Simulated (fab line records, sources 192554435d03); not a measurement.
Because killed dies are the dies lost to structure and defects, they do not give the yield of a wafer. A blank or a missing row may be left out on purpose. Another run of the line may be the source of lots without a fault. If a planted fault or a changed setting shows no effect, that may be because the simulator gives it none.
What tool caused it? + flow n5Finfet + 11 lots, 32 wafers sampled, at 4 steps of a route of 1938

== WHAT THE GAUGES SHOWED, per wafer ==
N5_BEOL_M8_CD_MEAS_11: the cd target is 38.5 nm. Usual: cdNm reads 38.6 nm (standard deviation 0.44).
| lot  | measured     | on       | cdNm (nm)      | flag |
|------|--------------|----------|----------------|------|
| L113 | day 9 09:00  | cdSem-03 | 39.1 38.8 38.9 |      |
| L116 | day 10 06:25 | cdSem-02 | 38.1 38.6 38.6 |      |
| L117 | day 10 06:43 | cdSem-01 | 38.8 39.0 38.1 |      |
| L119 | day 10 23:25 | cdSem-03 | 39.6 38.8 39.1 |      |
| L120 | day 11 01:58 | cdSem-02 | 37.7 38.6 38.3 |      |
| L122 | day 11 05:01 | cdSem-01 | 39.0 38.5 38.5 |      |
| L121 | day 11 05:04 | cdSem-03 | 38.8 38.3 38.4 |      |
| L123 | day 11 08:58 | cdSem-03 | 38.5 38.5      |      |
| L133 | day 14 04:53 | cdSem-03 | 39.3 38.9 39.6 |      |
| L134 | day 14 11:04 | cdSem-02 | 38.3 38.3 38.7 |      |
| L135 | day 14 11:30 | cdSem-02 | 38.5 38.3 39.0 |      |

N5_BEOL_M8_CD_MEAS_18: pitch 80 nm, target cd 40 nm. Usual: cdNm reads 40.1 nm (standard deviation 0.51).
| lot  | measured     | on       | cdNm (nm)      | flag |
|------|--------------|----------|----------------|------|
| L113 | day 9 09:46  | cdSem-02 | 40.5 39.4 40.7 |      |
| L116 | day 10 07:02 | cdSem-03 | 39.3 39.6 40.4 |      |
| L117 | day 10 07:16 | cdSem-01 | 40.3 40.8 39.5 |      |
| L119 | day 11 00:04 | cdSem-02 | 40.9 40.4 41.1 |      |
| L120 | day 11 02:53 | cdSem-03 | 38.8 40.0 39.4 |      |
| L122 | day 11 05:34 | cdSem-03 | 40.5 40.8 40.1 |      |
| L121 | day 11 05:39 | cdSem-01 | 39.9 40.5 40.5 |      |
| L123 | day 11 09:31 | cdSem-02 | 39.8 40.1      |      |
| L133 | day 14 05:26 | cdSem-01 | 40.2 39.7 40.3 |      |
| L134 | day 14 11:50 | cdSem-02 | 39.3 39.7 40.0 |      |
| L135 | day 14 12:17 | cdSem-02 | 40.2 39.3 40.3 |      |

== EACH LOT AND THE TOOL THAT RAN IT (in order: tool; ch and the chambers of the sampled wafers; start) ==
| lot  | N5_BEOL_M8_ETCH_61                | N5_BEOL_M8_STRIP_67               |
|------|-----------------------------------|-----------------------------------|
| L113 | rieDiel-04 ch 1,3, day 9 09:08    | rieDiel-04 ch 1,3, day 9 09:27    |
| L116 | rieDiel-04 ch 0,1,3, day 10 06:34 | rieDiel-04 ch 0,1,3, day 10 06:46 |
| L117 | rieDiel-04 ch 0,1, day 10 06:50   | rieDiel-04 ch 0,1, day 10 07:03   |
| L119 | rieDiel-03 ch 0,1, day 10 23:38   | rieDiel-03 ch 0,1, day 10 23:50   |
| L120 | rieDiel-03 ch 0,1, day 11 02:27   | rieDiel-03 ch 0,1, day 11 02:39   |
| L122 | rieDiel-05 ch 0,2,3, day 11 05:08 | rieDiel-05 ch 0,2,3, day 11 05:20 |
| L121 | rieDiel-03 ch 0,3, day 11 05:11   | rieDiel-03 ch 0,3, day 11 05:23   |
| L123 | rieDiel-03 ch 1,2, day 11 09:07   | rieDiel-03 ch 1,2, day 11 09:17   |
| L133 | rieDiel-04 ch 0,3, day 14 05:00   | rieDiel-04 ch 0,3, day 14 05:12   |
| L134 | rieDiel-04 ch 0,1,2, day 14 11:16 | rieDiel-04 ch 0,1,2, day 14 11:28 |
| L135 | rieDiel-04 ch 0,2,3, day 14 11:51 | rieDiel-04 ch 0,2,3, day 14 12:03 |
- N5_BEOL_M8_ETCH_61: etches SiARC in CF4, target depth 45.5 nm, time 75.8 s.
- N5_BEOL_M8_STRIP_67: strips in CF4.

== AS READ BY THE TOOLS THEMSELVES (means over the sampled wafers that have a number; for cases with no such wafer, the mark the record gives instead) ==
N5_BEOL_M8_ETCH_61. Usual: drypumpMotorCurrentA 5.8 A, standard deviation 0.41; etchRfOnTimeS 75.9 s, standard deviation 1.7; oesProductAu 0.69 a.u., standard deviation 0.079; rfVppV 184.2 V, standard deviation 1.3; showerheadPlenumPTorr 2.15 Torr, standard deviation 0.069; throttleValvePct 15.58 %, standard deviation 0.25.
| lot  | tool       | drypumpMotorCurrentA (A) | etchRfOnTimeS (s) | oesProductAu (a.u.) | rfVppV (V) | showerheadPlenumPTorr (Torr) | throttleValvePct (%) | flag |
|------|------------|--------------------------|-------------------|---------------------|------------|------------------------------|----------------------|------|
| L113 | rieDiel-04 | 6.1                      | 76.8              | 0.64                | 185.3      | 2.22                         | 15.87                |      |
| L116 | rieDiel-04 | 6.0                      | 76.3              | 0.71                | 184.1      | 2.18                         | 15.78                |      |
| L117 | rieDiel-04 | 6.1                      | 76.0              | 0.75                | 184.1      | 2.20                         | 15.66                |      |
| L119 | rieDiel-03 | 5.4                      | 74.5              | 0.64                | 182.4      | 2.10                         | 15.66                |      |
| L120 | rieDiel-03 | 5.6                      | 74.3              | 0.68                | 183.4      | 2.09                         | 15.60                |      |
| L122 | rieDiel-05 | 5.4                      | 76.6              | 0.65                | 184.1      | 2.15                         | 15.45                |      |
| L121 | rieDiel-03 | 6.0                      | 87.2              | 0.62                | 183.0      | 2.09                         | 15.62                | OFF  |
| L123 | rieDiel-03 | 5.8                      | 83.7              | 0.62                | 184.3      | 2.10                         | 15.57                | OFF  |
| L133 | rieDiel-04 | 5.9                      | 75.6              | 0.78                | 183.9      | 2.15                         | 15.57                |      |
| L134 | rieDiel-04 | 6.0                      | 74.5              | 0.74                | 184.7      | 2.20                         | 15.56                |      |
| L135 | rieDiel-04 | 5.9                      | 76.4              | 0.75                | 185.2      | 2.18                         | 15.48                |      |

N5_BEOL_M8_STRIP_67. Usual: drypumpMotorCurrentA 5.8 A, standard deviation 0.41; oesProductAu 0.81 a.u., standard deviation 0.091; rfVppV 271.5 V, standard deviation 1.6; showerheadPlenumPTorr 1.80 Torr, standard deviation 0.057; throttleValvePct 13.55 %, standard deviation 0.28.
| lot  | tool       | drypumpMotorCurrentA (A) | oesProductAu (a.u.) | rfVppV (V) | showerheadPlenumPTorr (Torr) | throttleValvePct (%) | flag |
|------|------------|--------------------------|---------------------|------------|------------------------------|----------------------|------|
| L113 | rieDiel-04 | 6.1                      | 0.75                | 273.0      | 1.85                         | 13.83                |      |
| L116 | rieDiel-04 | 6.0                      | 0.82                | 272.7      | 1.83                         | 13.73                |      |
| L117 | rieDiel-04 | 6.2                      | 0.88                | 271.8      | 1.85                         | 13.60                |      |
| L119 | rieDiel-03 | 5.4                      | 0.74                | 270.2      | 1.76                         | 13.64                |      |
| L120 | rieDiel-03 | 5.6                      | 0.79                | 270.8      | 1.74                         | 13.55                |      |
| L122 | rieDiel-05 | 5.4                      | 0.77                | 270.4      | 1.80                         | 13.45                |      |
| L121 | rieDiel-03 | 6.0                      | 0.78                | 270.7      | 1.74                         | 13.57                |      |
| L123 | rieDiel-03 | 5.8                      | 0.75                | 271.1      | 1.76                         | 13.56                |      |
| L133 | rieDiel-04 | 5.8                      | 0.90                | 271.5      | 1.81                         | 13.50                |      |
| L134 | rieDiel-04 | 6.0                      | 0.85                | 272.9      | 1.84                         | 13.51                |      |
| L135 | rieDiel-04 | 5.8                      | 0.88                | 272.2      | 1.82                         | 13.42                |      |

== THE ANSWER, worked out from the rows above alone ==
Rule: take the mean of a lot's wafers that have a number; if it is more than 3 standard deviations from the usual mean, the lot is off. Also off: a lot with no number at a reading for which 4 or more lots have one. Where the step has rows for the other lots, those lots are counted as sound. Order of review: gauges by route order, followed by the tools' own readings, for which a lot's mean as printed above is used. At the first step where some lot is off, the reading lying furthest off is the one used; lots without a number count as furthest.
Off at N5_BEOL_M8_ETCH_61 (etchRfOnTimeS): L121, L123.
If a tool, at that step or one of the process steps before it, ran each lot that is off and ran no sound lot following the first of them, it fits. One fits: N5_BEOL_M8_ETCH_61 on rieDiel-03. Its last sound lot is L120 (day 11 02:27), its first lot that is off L121 (day 11 05:11): a fault that began between those two fits.
The tool's own readings at N5_BEOL_M8_ETCH_61 bear it out: on the lots that are off they differ by more than 5 times the standard deviation of the sound lots' means. etchRfOnTimeS reads 85.5 s there against 75.7 s on the sound lots.

== WHAT WAS PUT IN BY THE SIMULATOR ==
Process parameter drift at N5_BEOL_M8_ETCH_61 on rieDiel-03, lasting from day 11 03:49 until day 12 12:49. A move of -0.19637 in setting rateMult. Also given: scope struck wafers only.
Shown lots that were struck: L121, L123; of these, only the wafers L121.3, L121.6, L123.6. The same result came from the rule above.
